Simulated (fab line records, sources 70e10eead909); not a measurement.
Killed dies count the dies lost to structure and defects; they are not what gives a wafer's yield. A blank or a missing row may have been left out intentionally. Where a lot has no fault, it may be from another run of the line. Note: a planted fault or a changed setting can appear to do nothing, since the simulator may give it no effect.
fab line records	flow nand_harc
record: lots: 6	wafers: 18	last_day: 33
route steps=1302 shown A_BLC@1133 A_M0@1137
lots that met no fault: taken from a fault-free run of the same line
start_h: hours from the record's opening day to when the first of the lot's shown wafers began	wait_h: hours from the lot's prior step to this one	" the same as in the row above	L1.1+2: a single row standing in for several wafers	- no value, or no start given	* or withheld: withheld	< > ~ a bound
route shown NAME@n: NAME is a module with steps in the file, n the number in the route of the first one	usual: mean/standard deviation taken from wafers without a fault	same: alike in all rows	chamber/n: place in a boat	sites: per-site readings	_std_site: standard deviation of those values	_edge_site: outer sites' mean less inner sites'	radius_mm: for every site, how far away it sits from the centre of the wafer	mask NAME#n: copy n	behind: the last tool/chamber to shape the wafer	hold: reason for holding the lot/hours on hold/outcome of the hold	device: names the non-switching transistor (n, p or np)	end of line: the same wafers' tests at the end of the route	step lacking rows: just its recipe	killed: dies lost to structure and defects at the first sort, not the wafer's yield	map: a wafer's dies, marking killed ones x, the rest . and places with no die _
set.NAME: setting as actually run; set.NAME@STEP: the setting as run at that earlier step	model.NAME: the simulator's own value behind a step, which no gauge read
lots at selected steps of the route; one table per step, one row per wafer
services: a tool's chamber out of use, with start hour (start_h, from the record's first day; less than 0 if before it), hours out, and reason
== steps ==
step: NHARC_A_BLC_CMP_25
recipe: t_overpolish_s: 30	target_thk_nm: 150
usual: motor_current_A: 12.5/0.92	overpolish_run_s: 30.000/0.0083	time_to_endpoint_s: 29/3.8
lot.wafer	tool	chamber	start_h	wait_h	motor_current_A	overpolish_run_s	time_to_endpoint_s
L852.3	cmp-01	0	608.75	0.4	12.8	29.992	30
L852.5	"	1	"	"	13.7	30.004	35
L852.6	"	2	"	"	12.2	29.998	32
L853.4	cmp-02	3	625.42	0.3	13.4	30.006	25
L853.2	"	1	"	"	12.4	29.998	24
L853.6	"	2	"	"	12.0	30.002	25
L860.3	cmp-02	0	702.87	0.5	12.0	29.993	24
L860.1	"	2	"	"	11.4	30.012	23
L860.6	"	1	"	"	11.5	30.002	22
L862.1	cmp-02	2	719.75	0.4	11.3	30.005	25
L862.3	"	3	"	"	13.4	30.007	24
L862.5	"	2	"	"	11.6	29.985	25
L863.1	cmp-01	2	721.10	0.4	12.2	30.005	31
L863.3	"	3	"	"	12.1	30.008	24
L863.6	"	3	"	"	11.8	30.006	25
L864.3	cmp-04	0	729.06	0.2	11.8	30.003	37
L864.4	"	3	"	"	15.0	30.006	32
L864.6	"	0	"	"	11.5	29.994	37
step: NHARC_A_BLC_SRD_27
step: NHARC_A_BLC_INSPECT_28
usual: raw_defect_count: 516/140
lot.wafer	tool	chamber	start_h	wait_h	raw_defect_count
L852.3	defect_inspect-01	-	609.08	0.1	832
L852.5	"	-	"	"	533
L852.6	"	-	"	"	673
L853.2	defect_inspect-01	-	625.80	0.1	531
L853.4	"	-	"	"	377
L853.6	"	-	"	"	563
L860.1	defect_inspect-02	-	703.27	0.1	337
L860.3	"	-	"	"	416
L860.6	"	-	"	"	511
L862.1	defect_inspect-01	-	720.13	0.1	534
L862.3	"	-	"	"	647
L862.5	"	-	"	"	740
L863.1	defect_inspect-02	-	721.50	0.1	514
L863.3	"	-	"	"	297
L863.6	"	-	"	"	567
L864.3	defect_inspect-01	-	729.47	0.1	298
L864.4	"	-	"	"	283
L864.6	"	-	"	"	328
step: NHARC_A_M0_DEP_00
recipe: target_thk_a: 1500	target_thk_nm: 150	temp_c: withheld	pressure_torr: 5	flow_sccm: 200	rf_w: 600	material: SiOC
step: NHARC_A_M0_DEHYDRATE_01
recipe: temp_c: 150	time_s: 120
step: NHARC_A_M0_HMDS_02
recipe: time_s: 30
step: NHARC_A_M0_COAT_33
recipe: temp_c: 200	time_s: 65
step: NHARC_A_M0_COAT_03
recipe: spin_rpm: 1500	resist_thk_nm: 90
step: NHARC_A_M0_SOFTBAKE_04
recipe: temp_c: 105	time_s: 55
step: NHARC_A_M0_EBR_05
step: NHARC_A_M0_EXPOSE_06
recipe: na: 1.35	target_cd_nm: 80	dose_mj: 83.25	mask_id: A_M0
step: NHARC_A_M0_PEB_07
recipe: peb_temp_c: 100	peb_time_s: 65
lot.wafer	tool	chamber	start_h	wait_h
L852.3+5+6	litho_track-06	0	609.90	0.0
L853.2+4+6	litho_track-04	0	626.62	0.1
L860.1+3+6	litho_track-04	0	704.09	0.1
L862.1+3+5	litho_track-04	0	720.95	0.1
L863.1+3+6	litho_track-06	0	722.32	0.1
L864.3+4+6	litho_track-06	0	730.17	0.0
step: NHARC_A_M0_DEVELOP_08
recipe: develop_time_s: 35	dev_temp_c: 23
step: NHARC_A_M0_CD_MEAS_09
recipe: target_cd_nm: 80	landing_energy_ev: 500
usual: cd_nm: 80.0/0.8
lot.wafer	tool	chamber	start_h	wait_h	cd_nm
L852.3	cd_sem-03	0	609.99	-	80.2
L852.5	"	0	"	"	78.8
L852.6	"	0	"	"	78.5
L853.2	cd_sem-01	0	626.70	-	80.0
L853.4	"	0	"	"	80.2
L853.6	"	0	"	"	80.2
L860.1	cd_sem-03	0	704.17	-	87.7
L860.3	"	0	"	"	88.3
L860.6	"	0	"	"	88.5
L862.1	cd_sem-02	0	721.03	-	89.3
L862.3	"	0	"	"	88.5
L862.5	"	0	"	"	87.4
L863.1	cd_sem-01	0	722.40	-	80.0
L863.3	"	0	"	"	79.3
L863.6	"	0	"	"	80.4
L864.3	cd_sem-03	0	730.25	-	80.7
L864.4	"	0	"	"	79.3
L864.6	"	0	"	"	80.0
step: NHARC_A_M0_OVL_MEAS_10
recipe: pitch_nm: 160
usual: overlay_x_nm: 0.0/0.76	overlay_y_nm: -0.2/0.85
lot.wafer	tool	chamber	start_h	wait_h	overlay_x_nm	overlay_y_nm
L852.3	overlay-02	-	610.07	-	-0.6	-1.3
L852.5	"	-	"	"	-0.3	-1.6
L852.6	"	-	"	"	-1.2	-0.7
L853.2	overlay-01	-	626.78	-	0.9	1.1
L853.4	"	-	"	"	0.3	0.5
L853.6	"	-	"	"	0.5	1.4
L860.1	overlay-01	-	704.26	-	-0.1	0.9
L860.3	"	-	"	"	0.3	0.6
L860.6	"	-	"	"	0.3	-0.2
L862.1	overlay-02	-	721.12	-	0.7	0.9
L862.3	"	-	"	"	0.8	0.5
L862.5	"	-	"	"	0.2	0.7
L863.1	overlay-01	-	722.49	-	-1.2	-0.3
L863.3	"	-	"	"	-1.2	0.2
L863.6	"	-	"	"	-1.1	0.7
L864.3	overlay-01	-	730.34	-	-0.1	1.3
L864.4	"	-	"	"	0.0	0.9
L864.6	"	-	"	"	-0.2	1.5
step: NHARC_A_M0_INSPECT_11
usual: raw_defect_count: 75/39
lot.wafer	tool	chamber	start_h	wait_h	raw_defect_count
L852.3	defect_inspect-01	-	610.11	0.0	72
L852.5	"	-	"	"	91
L852.6	"	-	"	"	71
L853.2	defect_inspect-01	-	626.82	0.0	53
L853.4	"	-	"	"	58
L853.6	"	-	"	"	39
L860.1	defect_inspect-01	-	704.30	0.0	72
L860.3	"	-	"	"	68
L860.6	"	-	"	"	92
L862.1	defect_inspect-02	-	721.15	0.0	108
L862.3	"	-	"	"	138
L862.5	"	-	"	"	120
L863.1	defect_inspect-02	-	722.52	0.0	22
L863.3	"	-	"	"	24
L863.6	"	-	"	"	22
L864.3	defect_inspect-01	-	730.37	0.0	15
L864.4	"	-	"	"	25
L864.6	"	-	"	"	15
step: NHARC_A_M0_DESCUM_14
recipe: time_s: 3	o2_flow_sccm: 200	ar_flow_sccm: 0	bias_power_w: 0	chemistry: O2
usual: drypump_motor_current_A: 5.6/0.31	oes_product_au: 1.002/0.014	rf_vpp_V: 57.8/0.86	showerhead_plenum_p_Torr: 1.92/0.073	throttle_valve_pct: 11.311/0.0086
same: bias_power_w: 0
lot.wafer	tool	chamber	start_h	wait_h	drypump_motor_current_A	oes_product_au	rf_hours_counter_h	rf_vpp_V	showerhead_plenum_p_Torr	throttle_valve_pct	model.A_M0.cd_nm
L852.3	rie_diel-11	1	610.17	0.1	6.0	0.987	10	57.6	1.89	11.310	80.22
L852.5	"	0	"	"	6.1	1.014	-	57.9	1.85	11.322	78.1
L852.6	"	1	"	"	6.0	0.982	-	57.6	1.89	11.295	78.62
L853.2	rie_diel-01	2	626.89	0.1	5.7	1.003	2	58.5	1.92	11.319	79.85
L853.4	"	3	"	"	5.9	1.012	1	57.4	1.79	11.328	81.31
L853.6	"	2	"	"	5.7	1.002	-	58.1	1.92	11.324	80.25
L860.1	rie_diel-01	1	704.37	0.1	5.8	0.986	6	59.6	2.03	11.327	88.44
L860.3	"	2	"	"	5.8	0.999	6	56.8	1.92	11.308	88.93
L860.6	"	1	"	"	5.8	0.991	-	57.7	2.03	11.314	89.54
L862.1	rie_diel-04	3	721.22	0.1	5.8	0.992	0	58.5	1.97	11.319	89.14
L862.3	"	0	"	"	5.1	1.008	1	58.0	1.98	11.306	88.2
L862.5	"	0	"	"	5.1	1.005	-	57.7	1.98	11.305	87.74
L863.3	rie_diel-04	3	722.58	0.1	5.8	0.995	0	56.4	1.97	11.305	78.64
L863.1	"	1	"	"	5.7	0.991	1	58.0	1.97	11.298	79.17
L863.6	"	0	"	"	5.1	1.004	-	56.9	1.98	11.312	80.55
L864.3	rie_diel-11	2	730.44	0.1	5.9	0.997	6	57.2	1.90	11.296	80.88
L864.4	"	3	"	"	5.3	1.004	6	59.4	2.02	11.310	79.69
L864.6	"	2	"	"	5.9	1.003	-	57.7	1.90	11.321	80.11
step: NHARC_A_M0_ETCH_34
recipe: target_depth_a: 400	overetch_a: 120	time_s: 43.94	ion_energy_ev: 200	n2_flow_sccm: 150	h2_flow_sccm: 150	ar_flow_sccm: 0	rf_w: 400	bias_w: 150	chemistry: N2/H2
usual: drypump_motor_current_A: 5.7/0.3	oes_product_au: 1.004/0.014	rf_vpp_V: 430.6/2.4	showerhead_plenum_p_Torr: 2.04/0.08	throttle_valve_pct: 14.172/0.009
lot.wafer	tool	chamber	start_h	wait_h	drypump_motor_current_A	oes_product_au	rf_hours_counter_h	rf_vpp_V	showerhead_plenum_p_Torr	throttle_valve_pct
L852.3	rie_diel-11	1	610.26	0.1	6.1	0.987	10	429.2	2.01	14.162
L852.6	"	0	"	"	6.1	1.014	-	429.2	1.97	14.173
L852.5	"	1	"	"	6.1	0.982	-	431.3	2.01	14.185
L853.4	rie_diel-01	0	626.98	0.1	5.2	1.022	2	430.4	2.00	14.175
L853.2	"	1	"	"	5.8	1.000	2	434.7	2.17	14.180
L853.6	"	3	"	"	5.8	1.026	-	427.1	1.90	14.178
L860.1	rie_diel-01	0	704.44	0.1	5.2	1.023	6	429.3	2.00	14.174
L860.3	"	1	"	"	5.8	0.979	6	434.9	2.17	14.168
L860.6	"	0	"	"	5.2	1.022	-	428.5	2.00	14.167
L862.3	rie_diel-04	1	721.30	0.1	5.7	0.990	1	434.3	2.11	14.173
L862.1	"	3	"	"	5.8	1.009	0	431.8	2.10	14.174
L862.5	"	1	"	"	5.7	1.002	-	432.1	2.11	14.181
L863.3	rie_diel-04	2	722.68	0.1	5.5	1.030	1	428.7	1.99	14.175
L863.1	"	3	"	"	5.8	1.008	0	432.4	2.10	14.172
L863.6	"	1	"	"	5.7	0.992	-	432.0	2.11	14.169
L864.3	rie_diel-11	0	730.52	0.1	6.1	0.997	8	426.5	1.97	14.175
L864.4	"	1	"	"	6.1	0.975	7	430.5	2.01	14.183
L864.6	"	0	"	"	6.1	1.005	-	428.7	1.97	14.175
step: NHARC_A_M0_ETCH_15
recipe: target_depth_a: 1500	overetch_a: 150	time_s: 82.5	c4f8_flow_sccm: withheld	ar_flow_sccm: 400	rf_w: 600	bias_w: 300	chemistry: C4F8/Ar
usual: oes_product_au: 0.961/0.025	rf_vpp_V: 440.8/2.5
lot.wafer	tool	chamber	start_h	wait_h	oes_product_au	rf_hours_counter_h	rf_vpp_V	model.A_M0.cd_nm
L852.3	rie_diel-11	1	-	-	0.914	10	439.3	80.02
L852.5	"	2	"	"	0.922	-	440.5	77.98
L852.6	"	3	"	"	0.904	-	444.2	78.65
L853.2	rie_diel-01	0	-	-	0.992	2	439.7	79.4
L853.4	"	2	"	"	0.958	2	440.7	81.81
L853.6	"	0	"	"	1.001	-	440.1	79.49
L860.1	rie_diel-01	2	-	-	0.970	6	441.2	88.77
L860.3	"	0	"	"	0.989	6	438.6	88.5
L860.6	"	1	"	"	0.956	-	444.6	89.72
L862.1	rie_diel-04	3	-	-	0.971	0	442.6	89.17
L862.3	"	0	"	"	0.990	1	440.9	88.85
L862.5	"	2	"	"	1.010	-	440.3	87.94
L863.1	rie_diel-04	0	-	-	0.975	1	444.3	79.3
L863.3	"	1	"	"	0.968	1	443.0	79.01
L863.6	"	1	"	"	0.975	-	442.1	81.25
L864.3	rie_diel-11	2	-	-	0.917	6	440.0	81.14
L864.4	"	0	"	"	0.922	8	439.7	78.75
L864.6	"	1	"	"	0.903	-	439.5	80.43
step: NHARC_A_M0_CD_MEAS_16
usual: cd_nm: 80.0/1
lot.wafer	tool	chamber	start_h	wait_h	cd_nm
L852.3	cd_sem-02	-	610.47	-	80.2
L852.5	"	-	"	"	77.9
L852.6	"	-	"	"	78.9
L853.2	cd_sem-01	-	627.19	-	79.0
L853.4	"	-	"	"	81.7
L853.6	"	-	"	"	79.4
L860.1	cd_sem-03	-	704.66	-	88.5
L860.3	"	-	"	"	89.0
L860.6	"	-	"	"	89.7
L862.1	cd_sem-02	-	721.51	-	89.5
L862.3	"	-	"	"	89.0
L862.5	"	-	"	"	87.6
L863.1	cd_sem-02	-	722.88	-	79.2
L863.3	"	-	"	"	78.7
L863.6	"	-	"	"	81.8
L864.3	cd_sem-02	-	730.74	-	81.0
L864.4	"	-	"	"	78.4
L864.6	"	-	"	"	80.4
step: NHARC_A_M0_STRIP_18
recipe: power_w: 1000	n2_flow_sccm: 150	h2_flow_sccm: 150	ar_flow_sccm: 0	bias_w: 0	chemistry: N2/H2
usual: drypump_motor_current_A: 5.6/0.32	oes_product_au: 1.004/0.013	rf_vpp_V: 90.7/1	showerhead_plenum_p_Torr: 2.05/0.08	throttle_valve_pct: 14.170/0.0089
lot.wafer	tool	chamber	start_h	wait_h	drypump_motor_current_A	oes_product_au	rf_hours_counter_h	rf_vpp_V	showerhead_plenum_p_Torr	throttle_valve_pct
L852.3	rie_diel-04	0	610.54	0.1	5.1	0.999	3.3	91.4	2.12	14.151
L852.5	"	0	"	"	5.1	1.003	-	91.3	2.12	14.174
L852.6	"	1	"	"	5.7	1.011	-	90.8	2.11	14.171
L853.4	rie_diel-11	0	627.31	0.1	6.1	1.012	8.9	91.5	1.97	14.165
L853.2	"	1	"	"	6.0	0.971	10.5	92.5	2.01	14.150
L853.6	"	2	"	"	5.8	0.996	-	89.6	2.03	14.155
L860.3	rie_diel-11	3	704.76	0.1	5.4	0.997	4.8	91.1	2.16	14.156
L860.1	"	0	"	"	6.1	0.991	6.0	88.7	1.97	14.179
L860.6	"	2	"	"	5.8	0.995	-	88.9	2.03	14.166
L862.3	rie_diel-01	1	721.59	0.1	5.9	1.003	7.2	90.7	2.17	14.178
L862.1	"	2	"	"	5.8	1.007	6.9	92.5	2.05	14.158
L862.5	"	2	"	"	5.8	1.000	-	90.8	2.05	14.168
L863.1	rie_diel-01	3	722.96	0.1	5.9	1.002	4.7	89.8	1.90	14.156
L863.3	"	0	"	"	5.2	1.025	6.1	92.2	2.00	14.160
L863.6	"	3	"	"	5.9	1.020	-	90.2	1.90	14.186
L864.3	rie_diel-01	3	730.83	0.1	5.9	1.010	5.2	90.8	1.90	14.161
L864.4	"	1	"	"	5.8	1.003	7.7	91.6	2.17	14.161
L864.6	"	3	"	"	5.9	1.004	-	89.2	1.90	14.166
== services ==
tool	chamber	start_h	hours	kind
rie_diel-01	0	591.30	-	clean
rie_diel-01	1	591.30	-	clean
rie_diel-01	2	591.30	-	clean
cmp-04	-	598.88	2.4	repair
cmp-02	-	599.34	4.6	repair
cmp-04	-	601.29	4.0	pm
rie_diel-01	3	609.18	16.8	repair
rie_diel-11	-	629.40	9.0	pm
cmp-02	-	629.82	4.0	pm
cmp-04	-	636.34	1.3	repair
rie_diel-04	3	640.41	11.6	repair
cmp-02	-	654.38	4.8	repair
cmp-04	-	675.18	0.8	repair
cmp-01	-	675.60	4.0	pm
cmp-04	-	679.38	0.5	repair
rie_diel-04	3	679.78	4.5	repair
cmp-01	-	693.64	2.1	repair
rie_diel-11	1	697.63	4.5	repair
cmp-04	-	699.29	4.0	pm
cmp-01	-	700.54	2.5	repair
litho_track-06	-	704.00	7.0	pm
rie_diel-04	-	708.91	9.0	pm
cmp-02	-	727.91	4.0	pm
litho_track-04	-	728.00	7.0	pm
== key ==
first_sign: step: NHARC_A_M0_CD_MEAS_09	reading: cd_nm	direction: up	sigmas: 10	usual: 80.0	struck: 88.3
effect: step: NHARC_A_M0_CD_MEAS_16	reading: cd_nm	direction: up	sigmas: 8.7	usual: 80.0	struck: 88.9
model_effect: step: NHARC_A_M0_DESCUM_14	value: A_M0.cd_nm	without: 79.98	struck: 88.67
model_effect: step: NHARC_A_M0_ETCH_15	value: A_M0.cd_nm	without: 80.14	struck: 88.83
met_at NHARC_A_M0_PEB_07
struck_wafers L860.1,L860.3,L860.6,L862.1,L862.3,L862.5
sort_left_out L860.1,L860.3,L860.6,L862.1,L862.3,L862.5
onset_between 626.62 704.09
also_fits NHARC_A_BLC_CMP_25:cmp-02
fault: kind: process_parameter_drift	tool: litho_track-04	chamber: -	onset_h: 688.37	steps: NHARC_A_M0_PEB_07	channel: peb_time_s	offset: *	shape: step	acts_in: *	stated: *
sort_left_out: the simulated sort isn't trusted on such a fault, so these wafers' sort isn't shown, and their yield isn't known
